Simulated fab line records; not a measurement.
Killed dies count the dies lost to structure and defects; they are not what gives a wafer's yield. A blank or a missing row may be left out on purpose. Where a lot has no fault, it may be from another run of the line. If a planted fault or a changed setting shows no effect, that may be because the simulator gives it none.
fab line records	flow n5Finfet
record lots=6	wafers=18	lastDay=16
route steps=1938 shown WELL_APT@28 BEOL_M4@1111 PASSIVATION@1936
lots that met no fault: from a run of the same line without faults
startH: the number of hours between the record's first day and the start of the first shown wafer of the lot	waitH: hours since the lot's step before	" as in the row above	L1.1+2: several wafers, shown together as one row	- no value present, or no start provided	* or withheld: withheld	< > ~ a bound
route shown NAME@n: a module of which the file shows steps, and the number in the route of the first	usual: mean/standard deviation of fault-free wafers	same: alike in all rows	chamber/n: place in a boat	sites: readings site by site	_std_site: standard deviation across them	_edge_site: the outer-site mean with the inner-site mean subtracted	radiusMm: for every site, how far away it sits from the centre of the wafer	mask NAME#n: copy n	behind: the last tool/chamber to shape the wafer	hold: what put the lot on hold/how long, in hours/how the hold closed	device: transistor that didn't switch, given as n, p or np	end of line: the route-end tests of the same wafers	a step given without rows: its recipe and nothing more	killed: count of dies lost to structure and defects at first sort (not the wafer's yield)	map: dies across one wafer; x = killed, . = not, _ = none there
set.NAME: the setting the step ran with; set.NAME@STEP: the setting that earlier step ran with	model.NAME: the simulator's own value behind a step, which no gauge read
a table for each step, a row for each wafer; lots at some steps of the route
services: a tool's chamber out of use, with start hour (startH, from the record's first day; less than 0 if before it), hours out, and reason
## steps
# step N5_WELL_APT_CD_MEAS_08
# recipe targetCdNm=200	landingEnergyEv=500	detector=seInlens
# usual cdNm=200.3/1.5
lot.wafer	tool	chamber	startH	waitH	cdNm
L897.1	cdSem-03	0	55.68	-	202.3
L897.3	"	0	"	"	201.0
L897.6	"	0	"	"	202.4
L901.2	cdSem-03	0	79.89	-	200.6
L901.4	"	0	"	"	198.4
L901.6	"	0	"	"	199.7
L906.1	cdSem-02	0	110.00	-	199.6
L906.2	"	0	"	"	200.8
L906.5	"	0	"	"	200.9
L908.1	cdSem-03	0	121.68	-	199.0
L908.5	"	0	"	"	201.7
L908.6	"	0	"	"	202.7
L909.3	cdSem-03	0	127.56	-	199.3
L909.5	"	0	"	"	200.1
L909.6	"	0	"	"	199.2
L910.3	cdSem-02	0	134.08	-	199.8
L910.5	"	0	"	"	200.8
L910.6	"	0	"	"	201.8
# step N5_WELL_APT_OVL_MEAS_09
# recipe pointsPerWafer=44
# usual NWELL_OVL=0/6.8
lot.wafer	tool	chamber	startH	waitH	NWELL_OVL[nm]
L897.1	overlay-02	0	55.71	0.0	-4
L897.3	"	0	"	"	-6
L897.6	"	0	"	"	-4
L901.2	overlay-01	0	79.92	0.0	5
L901.4	"	0	"	"	9
L901.6	"	0	"	"	1
L906.1	overlay-01	0	110.03	0.0	4
L906.2	"	0	"	"	6
L906.5	"	0	"	"	9
L908.1	overlay-01	0	121.71	0.0	2
L908.5	"	0	"	"	0
L908.6	"	0	"	"	7
L909.3	overlay-01	0	127.59	0.0	-3
L909.5	"	0	"	"	-11
L909.6	"	0	"	"	0
L910.3	overlay-02	0	134.11	0.0	-9
L910.5	"	0	"	"	-12
L910.6	"	0	"	"	-17
# step N5_WELL_APT_INSPECT_10
# recipe mode=adi	inspectInstrument=macro
# usual rawDefectCount=2.0/1.5
lot.wafer	tool	chamber	startH	waitH	rawDefectCount
L897.1	defectInspect-01	-	55.73	0.0	2
L897.3	"	-	"	"	2
L897.6	"	-	"	"	4
L901.2	defectInspect-01	-	79.95	0.0	5
L901.4	"	-	"	"	2
L901.6	"	-	"	"	0
L906.1	defectInspect-01	-	110.06	0.0	6
L906.2	"	-	"	"	4
L906.5	"	-	"	"	3
L908.1	defectInspect-01	-	121.74	0.0	1
L908.5	"	-	"	"	2
L908.6	"	-	"	"	0
L909.3	defectInspect-02	-	127.61	0.0	2
L909.5	"	-	"	"	4
L909.6	"	-	"	"	1
L910.3	defectInspect-02	-	134.14	0.0	1
L910.5	"	-	"	"	2
L910.6	"	-	"	"	2
# step N5_WELL_APT_DESCUM_13
# recipe chemistry=O2	timeS=7.9	sourcePowerW=50	biasPowerW=20	pressureMtorr=20	rfFrequencyHz=2.712e+07	tempC=40	o2FlowSccm=225
# usual drypumpMotorCurrentA=5.6/0.44	oesProductAu=0.79/0.093	rfVppV=243.3/1.3	showerheadPlenumPTorr=2.11/0.062	throttleValvePct=20.34/0.18
lot.wafer	tool	chamber	startH	waitH	drypumpMotorCurrentA	oesProductAu	rfHoursCounterH	rfVppV	showerheadPlenumPTorr	throttleValvePct
L897.1	rieDiel-05	3	55.77	0.0	5.7	0.73	159	242.8	2.11	20.36
L897.3	"	0	"	"	5.6	0.98	2	245.4	2.23	20.21
L897.6	"	3	"	"	5.7	0.74	-	243.1	2.11	20.36
L901.2	rieDiel-02	3	80.27	0.3	5.5	0.96	12	242.0	2.06	20.38
L901.4	"	0	"	"	5.4	0.84	75	243.6	2.12	20.13
L901.6	"	0	"	"	5.4	0.84	-	243.5	2.12	20.14
L906.1	rieDiel-04	0	110.10	0.0	5.9	0.79	149	243.4	2.10	20.27
L906.2	"	1	"	"	5.4	0.68	238	241.1	2.07	20.32
L906.5	"	1	"	"	5.4	0.69	-	244.1	2.06	20.33
L908.1	rieDiel-02	3	121.78	0.0	5.5	0.91	26	242.2	2.05	20.41
L908.5	"	3	"	"	5.5	0.91	-	242.1	2.05	20.40
L908.6	"	2	"	"	6.6	0.78	-	243.3	2.03	20.38
L909.3	rieDiel-02	0	127.64	0.0	5.4	0.81	92	242.2	2.11	20.18
L909.5	"	2	"	"	6.6	0.78	-	242.6	2.03	20.38
L909.6	"	1	"	"	5.4	0.67	-	244.5	2.12	20.59
L910.3	rieDiel-05	1	134.33	0.2	5.4	0.67	244	242.3	2.06	20.74
L910.5	"	1	"	"	5.4	0.67	-	242.4	2.06	20.73
L910.6	"	0	"	"	5.6	0.88	-	244.7	2.22	20.25
# step N5_WELL_APT_IMPLANT_14
# recipe species=P	energyKev=160	doseCm2=1.5e+13	tiltDeg=0	rotationDeg=0
# step N5_WELL_APT_IMPLANT_15
# recipe species=As	energyKev=25	doseCm2=1.5e+13	tiltDeg=0	rotationDeg=0
# step N5_WELL_APT_STRIP_16
# recipe chemistry=SPM	timeS=900	tempC=130	h2so4H2o2VolRatio=4	dry=ipaMarangoni
# step N5_WELL_APT_HMDS_18
# recipe timeS=60	tempC=120
# step N5_WELL_APT_COAT_19
# recipe spinRpm=1357	resistThkNm=950
# step N5_WELL_APT_EBR_21
# recipe solvent=PGMEA	ebrWidthMm=1.5
# step N5_WELL_APT_SOFTBAKE_20
# recipe tempC=130	timeS=60
# step N5_WELL_APT_EXPOSE_22
# recipe maskId=PWELL	na=0.8	sourceShape=conventional	sigmaOuter=0.8	polarization=unpolarized	defocusNm=0	targetCdNm=200	doseMj=23.2
# step N5_WELL_APT_PEB_23
# recipe pebTempC=130	pebTimeS=90
# usual plateTempC=129.98/0.15
lot.wafer	tool	chamber	startH	waitH	plateTempC
L897.1	lithoTrack-02	0	57.11	0.1	130.15
L897.3	"	0	"	"	130.17
L897.6	"	0	"	"	129.98
L901.2	lithoTrack-03	0	81.44	0.0	130.12
L901.4	"	0	"	"	129.95
L901.6	"	0	"	"	129.85
L906.1	lithoTrack-05	0	111.16	0.1	130.31
L906.2	"	0	"	"	129.99
L906.5	"	0	"	"	130.10
L908.1	lithoTrack-03	0	122.82	0.1	128.88
L908.5	"	0	"	"	128.98
L908.6	"	0	"	"	129.13
L909.3	lithoTrack-02	0	128.69	0.0	130.08
L909.5	"	0	"	"	129.86
L909.6	"	0	"	"	129.90
L910.3	lithoTrack-03	0	135.49	0.0	128.63
L910.5	"	0	"	"	128.67
L910.6	"	0	"	"	128.90
# step N5_WELL_APT_DEVELOP_24
# recipe developTimeS=45	rinseLiquid=surfactantRinse	dry=airSpin	devTempC=21
# step N5_WELL_APT_HARDBAKE_29
# recipe tempC=130	timeS=120
# step N5_WELL_APT_CD_MEAS_25
# recipe targetCdNm=200	landingEnergyEv=500	detector=seInlens
# usual cdNm=199.4/2.1
lot.wafer	tool	chamber	startH	waitH	cdNm
L897.1	cdSem-03	0	57.23	-	201.6
L897.3	"	0	"	"	200.1
L897.6	"	0	"	"	200.3
L901.2	cdSem-02	0	81.55	-	197.7
L901.4	"	0	"	"	196.6
L901.6	"	0	"	"	200.0
L906.1	cdSem-01	0	111.27	-	200.5
L906.2	"	0	"	"	197.4
L906.5	"	0	"	"	196.7
L908.1	cdSem-03	0	122.94	-	190.1
L908.5	"	0	"	"	190.5
L908.6	"	0	"	"	194.9
L909.3	cdSem-02	0	128.80	-	198.4
L909.5	"	0	"	"	200.3
L909.6	"	0	"	"	198.4
L910.3	cdSem-03	0	135.61	-	191.6
L910.5	"	0	"	"	193.9
L910.6	"	0	"	"	194.4
# step N5_WELL_APT_OVL_MEAS_26
# recipe pointsPerWafer=44
# usual PWELL_OVL=0/5.7
lot.wafer	tool	chamber	startH	waitH	PWELL_OVL[nm]
L897.1	overlay-02	0	57.26	0.0	7
L897.3	"	0	"	"	8
L897.6	"	0	"	"	10
L901.2	overlay-02	0	81.58	0.0	2
L901.4	"	0	"	"	-4
L901.6	"	0	"	"	4
L906.1	overlay-01	0	111.30	0.0	8
L906.2	"	0	"	"	6
L906.5	"	0	"	"	5
L908.1	overlay-01	0	122.97	0.0	-4
L908.5	"	0	"	"	-7
L908.6	"	0	"	"	0
L909.3	overlay-02	0	128.83	0.0	16
L909.5	"	0	"	"	6
L909.6	"	0	"	"	10
L910.3	overlay-02	0	135.64	0.0	-7
L910.5	"	0	"	"	-6
L910.6	"	0	"	"	-4
# step N5_WELL_APT_INSPECT_27
# recipe mode=adi	inspectInstrument=macro
# usual rawDefectCount=2/1.5
lot.wafer	tool	chamber	startH	waitH	rawDefectCount
L897.1	defectInspect-01	-	57.28	0.0	3
L897.3	"	-	"	"	1
L897.6	"	-	"	"	0
L901.2	defectInspect-01	-	81.60	0.0	1
L901.4	"	-	"	"	3
L901.6	"	-	"	"	3
L906.1	defectInspect-02	-	111.33	0.0	3
L906.2	"	-	"	"	1
L906.5	"	-	"	"	4
L908.1	defectInspect-01	-	122.99	0.0	5
L908.5	"	-	"	"	3
L908.6	"	-	"	"	1
L909.3	defectInspect-01	-	128.86	0.0	3
L909.5	"	-	"	"	1
L909.6	"	-	"	"	1
L910.3	defectInspect-01	-	135.66	0.0	6
L910.5	"	-	"	"	2
L910.6	"	-	"	"	1
# step N5_WELL_APT_DESCUM_30
# recipe chemistry=O2	timeS=7.9	sourcePowerW=50	biasPowerW=20	pressureMtorr=20	rfFrequencyHz=2.712e+07	tempC=40	o2FlowSccm=225
# usual drypumpMotorCurrentA=5.7/0.41	oesProductAu=0.77/0.08	rfVppV=243.3/1.3	showerheadPlenumPTorr=2.10/0.058	throttleValvePct=20.34/0.22
lot.wafer	tool	chamber	startH	waitH	drypumpMotorCurrentA	oesProductAu	rfHoursCounterH	rfVppV	showerheadPlenumPTorr	throttleValvePct	model.WELL_APT.cdNm
L897.1	rieDiel-02	1	57.32	0.0	5.4	0.69	220	244.2	2.13	20.55	201.6
L897.3	"	3	"	"	5.5	0.97	3	242.6	2.06	20.37	199.8
L897.6	"	1	"	"	5.4	0.70	-	245.6	2.13	20.58	200
L901.2	rieDiel-02	2	81.64	0.0	6.6	0.80	117	242.6	2.03	20.37	197.7
L901.4	"	3	"	"	5.5	0.95	12	242.5	2.06	20.39	196.5
L901.6	"	2	"	"	6.6	0.80	-	243.1	2.03	20.35	200.1
L906.1	rieDiel-02	1	111.36	0.0	5.4	0.68	239	244.7	2.12	20.58	200.7
L906.2	"	2	"	"	6.6	0.79	127	243.2	2.03	20.38	196.8
L906.5	"	3	"	"	5.5	0.92	-	242.5	2.05	20.39	196.8
L908.1	rieDiel-05	2	123.02	0.0	5.8	0.72	173	245.4	2.16	19.93	190
L908.5	"	0	"	"	5.6	0.90	-	244.9	2.23	20.27	190.7
L908.6	"	1	"	"	5.4	0.69	-	242.1	2.07	20.72	195.2
L909.3	rieDiel-02	1	128.89	0.0	5.4	0.68	245	245.1	2.12	20.58	198.4
L909.5	"	2	"	"	6.6	0.78	-	240.9	2.03	20.39	200.5
L909.6	"	1	"	"	5.4	0.67	-	244.4	2.12	20.58	199.3
L910.3	rieDiel-02	2	135.70	0.0	6.6	0.78	136	241.0	2.03	20.38	191.8
L910.5	"	0	"	"	5.4	0.81	-	244.3	2.11	20.20	194
L910.6	"	1	"	"	5.4	0.67	-	244.3	2.12	20.60	194.4
# step N5_WELL_APT_IMPLANT_31
# recipe species=B	energyKev=60	doseCm2=1.5e+13	tiltDeg=0	rotationDeg=0
# step N5_BEOL_M4_RC_MEAS_101
# usual DIBL_N=35.8/1.8	DIBL_P=35.9/2.2	IOFF_N=0.16/0.035	IOFF_P=0.21/0.04	ION_N=672/11	ION_P=461/7.4	SS_N=71.4/0.64	SS_P=73.2/0.67	VT_N=250/3.5	VT_P=-251/3.4
lot.wafer	tool	chamber	startH	waitH	DIBL_N[mV/V]	DIBL_P[mV/V]	IOFF_N[nA/um]	IOFF_P[nA/um]	ION_N[uA/um]	ION_P[uA/um]	SS_N[mV/dec]	SS_P[mV/dec]	VT_N[mV]	VT_P[mV]
L897.1	prober-01	0	209.06	0.0	39.2	39.8	0.21	0.28	683	471	72.4	74.1	247	-248
L897.3	"	0	"	"	35.0	34.5	0.13	0.18	677	461	71.0	72.1	253	-249
L897.6	"	0	"	"	35.9	35.9	0.14	0.21	664	465	72.0	72.6	251	-253
L901.2	prober-02	0	238.92	0.2	34.1	34.0	0.13	0.16	673	455	71.6	72.8	253	-257
L901.4	"	0	"	"	36.2	34.3	0.15	0.18	663	449	71.9	73.0	252	-252
L901.6	"	0	"	"	35.1	35.3	0.13	0.18	667	455	71.2	73.0	252	-251
L906.1	prober-02	0	265.49	0.0	36.0	37.0	0.15	0.20	672	468	71.1	73.3	251	-253
L906.2	"	0	"	"	35.8	36.7	0.14	0.20	675	468	70.6	74.0	250	-252
L906.5	"	0	"	"	35.9	37.0	0.14	0.20	674	468	71.6	72.6	252	-250
L908.1	prober-01	0	280.49	0.0	34.5	32.8	0.13	0.17	665	459	70.3	72.5	252	-252
L908.5	"	0	"	"	35.9	35.6	0.17	0.21	687	471	71.5	72.8	244	-250
L908.6	"	0	"	"	38.2	37.4	0.19	0.22	678	458	72.1	72.8	244	-251
L910.3	prober-02	0	282.87	0.3	34.8	35.0	0.14	0.20	655	460	71.7	72.7	256	-249
L910.5	"	0	"	"	36.0	36.0	0.17	0.22	664	463	72.4	73.0	249	-250
L910.6	"	0	"	"	40.3	42.1	0.28	0.34	690	467	73.0	75.1	241	-245
L909.3	prober-01	0	285.21	0.3	39.3	38.7	0.25	0.29	697	464	72.4	73.8	243	-244
L909.5	"	0	"	"	35.6	35.2	0.15	0.20	659	456	71.4	72.9	252	-248
L909.6	"	0	"	"	35.6	35.3	0.15	0.21	674	461	71.3	73.5	248	-249
# step N5_PASSIVATION_PROBE_49
# usual defectLimitedYield=91.0/1.5	killed_at_M0_to_M3=34/9.1	killed_at_M4_up=14/5.7	killedAtContacts=13/5.7	killedAtFrontEnd=42/12	killedAtOther=4/3.4	killedDies=106/17	killedOpen=70/13	killedShort=34/7.5	sort_bin_4_leakage=0.00/0.014	sort_bin_5_function=5.2/0.94	sort_bin_6_memory=3.4/0.69	sortNPass=1074/17	sortYieldPct=91.0/1.5
# same grossDies=1180	killedAtBackSide=0	sort_bin_8_speed[%]=0
lot.wafer	tool	chamber	startH	waitH	defectLimitedYield[%]	killed_at_M0_to_M3	killed_at_M4_up	killedAtContacts	killedAtFrontEnd	killedAtOther	killedDies	killedOpen	killedShort	sort_bin_4_leakage[%]	sort_bin_5_function[%]	sort_bin_6_memory[%]	sortNPass	sortYieldPct[%]
L897.1	prober-01	-	320.35	0.0	89.7	40	4	18	53	6	121	97	23	0	6.2	3.7	1059	89.7
L897.3	prober-01	-	320.45	0.1	91.7	37	13	13	30	5	98	65	32	0	4.7	3.1	1082	91.7
L897.6	prober-01	-	320.60	0.3	93.4	22	10	8	34	4	78	58	20	0	3.7	2.7	1102	93.4
L901.2	prober-01	-	333.86	0.1	93.1	24	7	12	33	6	82	50	31	0	3.8	3.0	1098	93.1
L901.4	prober-01	-	333.96	0.2	92.0	30	10	17	35	2	94	59	34	0	4.0	3.4	1086	92.0
L901.6	prober-01	-	334.06	0.3	91.4	30	6	19	35	11	101	61	39	0	4.6	3.6	1079	91.4
L906.1	prober-01	-	358.49	0.0	90.1	39	8	15	48	7	117	78	38	0	6.4	3.1	1063	90.1
L906.2	prober-01	-	358.54	0.1	90.3	39	21	6	43	6	115	69	45	0	6.7	2.8	1065	90.3
L906.5	prober-01	-	358.69	0.2	90.2	33	23	20	35	5	116	77	39	0	6.2	3.5	1064	90.2
L908.1	prober-01	-	380.87	0.0	90.5	39	9	15	47	2	112	67	43	0	5.2	4.1	1068	90.5
L908.5	prober-01	-	381.07	0.2	89.7	32	25	23	37	4	121	88	32	0	5.5	4.2	1059	89.7
L908.6	prober-01	-	381.12	0.3	91.5	42	10	26	16	6	100	72	27	0	4.9	3.3	1080	91.5
L910.3	prober-02	-	384.08	0.1	90.3	43	6	11	52	2	114	80	34	0	5.2	4.0	1066	90.3
L910.5	prober-02	-	384.18	0.2	89.7	44	18	2	52	6	122	77	39	0	6.9	2.6	1058	89.7
L910.6	prober-02	-	384.23	0.3	90.9	49	13	8	37	0	107	61	46	0.17	5.1	3.5	1071	90.8
L909.3	prober-01	-	391.80	0.1	86.5	44	31	5	73	6	159	105	49	0	7.3	5.5	1021	86.5
L909.5	prober-01	-	391.90	0.2	92.7	19	14	9	37	7	86	61	24	0	3.9	3.1	1094	92.7
L909.6	prober-01	-	391.95	0.3	89.7	17	18	4	78	4	121	78	36	0	5.3	4.2	1059	89.7
# killed by level:class
L897.1 STI_FIN_REVEAL:geometricParticle:open=20 MOL_CONTACT_COAG:geometricParticle:open=18 FIN_SAQP:geometricParticle:open=13 BEOL_M0_SAQP:geometricParticle:open=11 BEOL_M3:geometricParticle:open=10 BEOL_M0_SAQP:geometricParticle:short=6 BEOL_M0:geometricParticle:open=5 STARTING-WAFER:geometricParticle:open=5
L897.3 MOL_CONTACT_COAG:geometricParticle:open=12 BEOL_M2:geometricParticle:open=8 BEOL_M0_SAQP:geometricParticle:short=7 FIN_SAQP:geometricParticle:short=6 FIN_SAQP:geometricParticle:open=6 BEOL_M4:geometricParticle:open=6 BEOL_M3:geometricParticle:open=6 GATE_CUT:geometricParticle:short=5
L897.6 FIN_SAQP:geometricParticle:open=13 BEOL_M1:geometricParticle:open=6 DUMMY_GATE:geometricParticle:open=5 MOL_CONTACT_COAG:geometricParticle:open=5 BEOL_M0_SAQP:geometricParticle:short=5 BEOL_M4:geometricParticle:open=5 FIN_SAQP:geometricParticle:short=3 STI_FIN_REVEAL:geometricParticle:open=3
L901.2 FIN_SAQP:geometricParticle:open=10 FIN_SAQP:geometricParticle:short=10 MOL_CONTACT_COAG:geometricParticle:open=10 BEOL_M1:geometricParticle:open=8 BEOL_M0_SAQP:geometricParticle:open=6 BEOL_M0_SAQP:geometricParticle:short=6 GATE_CUT:geometricParticle:short=4 BEOL_M4:geometricParticle:open=3
L901.4 MOL_CONTACT_COAG:geometricParticle:open=14 FIN_SAQP:geometricParticle:open=10 BEOL_M0_SAQP:geometricParticle:short=10 BEOL_M0_SAQP:geometricParticle:open=8 FIN_SAQP:geometricParticle:short=5 BEOL_M3:geometricParticle:open=4 STI_FIN_REVEAL:geometricParticle:open=3 DUMMY_GATE:geometricParticle:open=3
L901.6 MOL_CONTACT_COAG:geometricParticle:open=14 BEOL_M0_SAQP:geometricParticle:open=13 FIN_SAQP:geometricParticle:open=10 BEOL_M0_SAQP:geometricParticle:short=10 FIN_SAQP:geometricParticle:short=8 MOL_CONTACT_COAG:geometricParticle:short=5 DUMMY_GATE:geometricParticle:open=5 MIM_TOP_ETCH:geometricParticle:short=4
L906.1 STI_FIN_REVEAL:geometricParticle:open=24 MOL_CONTACT_COAG:geometricParticle:open=13 BEOL_M3:geometricParticle:open=9 FIN_SAQP:geometricParticle:short=7 BEOL_M1:geometricParticle:open=7 BEOL_M3:geometricParticle:short=7 BEOL_M0_SAQP:geometricParticle:open=5 BEOL_M0_SAQP:geometricParticle:short=5
L906.2 FIN_SAQP:geometricParticle:short=13 BEOL_M3:geometricParticle:open=10 BEOL_M3:geometricParticle:short=9 BEOL_M4:geometricParticle:open=9 STI_FIN_REVEAL:geometricParticle:open=8 BEOL_M7:geometricParticle:open=7 MOL_CONTACT_COAG:geometricParticle:open=6 BEOL_M0_SAQP:geometricParticle:short=6
L906.5 MOL_CONTACT_COAG:geometricParticle:open=16 FIN_SAQP:geometricParticle:open=9 FIN_SAQP:geometricParticle:short=9 BEOL_M3:geometricParticle:open=9 BEOL_M1:geometricParticle:open=8 BEOL_M4:geometricParticle:open=7 BEOL_M7:geometricParticle:open=6 BEOL_M0_SAQP:geometricParticle:open=5
L908.1 MOL_CONTACT_COAG:geometricParticle:open=13 FIN_SAQP:geometricParticle:open=10 BEOL_M0_SAQP:geometricParticle:short=9 BEOL_M3:geometricParticle:short=9 ILD0:geometricParticle:open=8 BEOL_M3:geometricParticle:open=8 FIN_SAQP:geometricParticle:short=7 ILD0:geometricParticle:short=6
L908.5 MOL_CONTACT_COAG:geometricParticle:open=18 BEOL_M4:geometricParticle:open=13 FIN_SAQP:geometricParticle:open=11 BEOL_M1:geometricParticle:open=11 BEOL_M3:geometricParticle:open=6 MOL_CONTACT_COAG:geometricParticle:short=5 BEOL_M0_SAQP:geometricParticle:short=5 BEOL_M0_SAQP:geometricParticle:open=5
L908.6 MOL_CONTACT_COAG:geometricParticle:open=22 BEOL_M1:geometricParticle:open=11 BEOL_M3:geometricParticle:open=8 BEOL_M1:geometricParticle:short=7 ILD0:geometricParticle:open=5 BEOL_M2:geometricParticle:open=5 MOL_CONTACT_COAG:geometricParticle:short=4 BEOL_M0_SAQP:geometricParticle:open=4
L910.3 FIN_SAQP:geometricParticle:open=14 STI_FIN_REVEAL:geometricParticle:open=13 BEOL_M2:geometricParticle:open=9 FIN_SAQP:geometricParticle:short=8 MOL_CONTACT_COAG:geometricParticle:open=8 BEOL_M0_SAQP:geometricParticle:open=8 BEOL_M0_SAQP:geometricParticle:short=8 BEOL_M3:geometricParticle:open=8
L910.5 STI_FIN_REVEAL:geometricParticle:open=14 BEOL_M2:geometricParticle:open=11 BEOL_M0_SAQP:geometricParticle:open=6 ILD0:geometricParticle:open=6 BEOL_M0_SAQP:geometricParticle:short=6 BEOL_M3:geometricParticle:open=6 BEOL_M4:geometricParticle:open=6 HKMG_FIN:areaEtch=6
L910.6 BEOL_M0_SAQP:geometricParticle:short=22 BEOL_M0_SAQP:geometricParticle:open=16 STI_FIN_REVEAL:geometricParticle:open=7 MOL_CONTACT_COAG:geometricParticle:open=6 DUMMY_GATE:geometricParticle:open=5 BEOL_M2:geometricParticle:open=5 STARTING-WAFER:geometricParticle:short=5 FIN_SAQP:geometricParticle:open=3
L909.3 FIN_SAQP:geometricParticle:open=19 BEOL_M4:geometricParticle:open=16 FIN_SAQP:geometricParticle:short=14 DUMMY_GATE:geometricParticle:open=11 BEOL_M0_SAQP:geometricParticle:open=11 BEOL_M0:geometricParticle:open=9 BEOL_M0:geometricParticle:short=8 BEOL_M5:geometricParticle:open=7
L909.5 STI_FIN_REVEAL:geometricParticle:open=9 BEOL_M4:geometricParticle:open=9 FIN_SAQP:geometricParticle:open=8 MOL_CONTACT_COAG:geometricParticle:open=7 DUMMY_GATE:geometricParticle:open=6 DUMMY_GATE:geometricParticle:short=3 BEOL_M1:geometricParticle:open=3 BEOL_M2:geometricParticle:open=3
L909.6 FIN_SAQP:geometricParticle:open=24 FIN_SAQP:geometricParticle:short=12 DUMMY_GATE:geometricParticle:open=12 STI_FIN_REVEAL:geometricParticle:open=9 BEOL_M0_SAQP:geometricParticle:short=7 BEOL_M4:geometricParticle:open=6 BEOL_M5:geometricParticle:open=6 HKMG_FIN:areaEtch=5
## services
tool	chamber	startH	hours	kind
rieDiel-04	-	33.76	2.8	pm
rieDiel-05	0	35.52	-	clean
rieDiel-05	0	35.52	-	consumableReplace:focusRing
rieDiel-05	0	35.52	-	consumableReplace:showerhead
rieDiel-05	0	35.52	13.2	scheduledDown
rieDiel-05	0	35.52	13.2	ventCycle
rieDiel-02	1	41.35	10.3	repair
rieDiel-04	3	57.15	-	clean
rieDiel-04	3	57.15	-	consumableReplace:focusRing
rieDiel-04	3	57.15	-	consumableReplace:showerhead
rieDiel-04	3	57.15	16.4	scheduledDown
rieDiel-04	3	57.15	16.4	ventCycle
rieDiel-04	-	86.97	0.2	repair
rieDiel-05	1	89.57	3.7	repair
rieDiel-04	3	103.87	1.6	repair
rieDiel-02	2	123.38	3.3	repair
rieDiel-02	3	124.20	18.9	repair
rieDiel-05	2	127.78	5.4	repair
rieDiel-04	0	133.20	5.6	repair
## key
firstSign step=N5_WELL_APT_PEB_23	reading=plateTempC	direction=down	sigmas=7.6	usual=*	struck=*
effect step=N5_WELL_APT_CD_MEAS_25	reading=cdNm	direction=down	sigmas=3.3	usual=199.4	struck=192.6
modelEffect step=N5_WELL_APT_DESCUM_30	value=WELL_APT.cdNm	without=199.5	struck=192.7
metAt N5_WELL_APT_PEB_23
struckWafers L908.1,L908.5,L908.6,L910.3,L910.5,L910.6
onsetBetween 81.44 122.82
fault kind=processParameterDrift	tool=lithoTrack-03	chamber=-	onsetH=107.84	steps=N5_WELL_APT_PEB_23	channel=pebTempC	offset=*	shape=step	endH=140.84	actsIn=*	stated=*
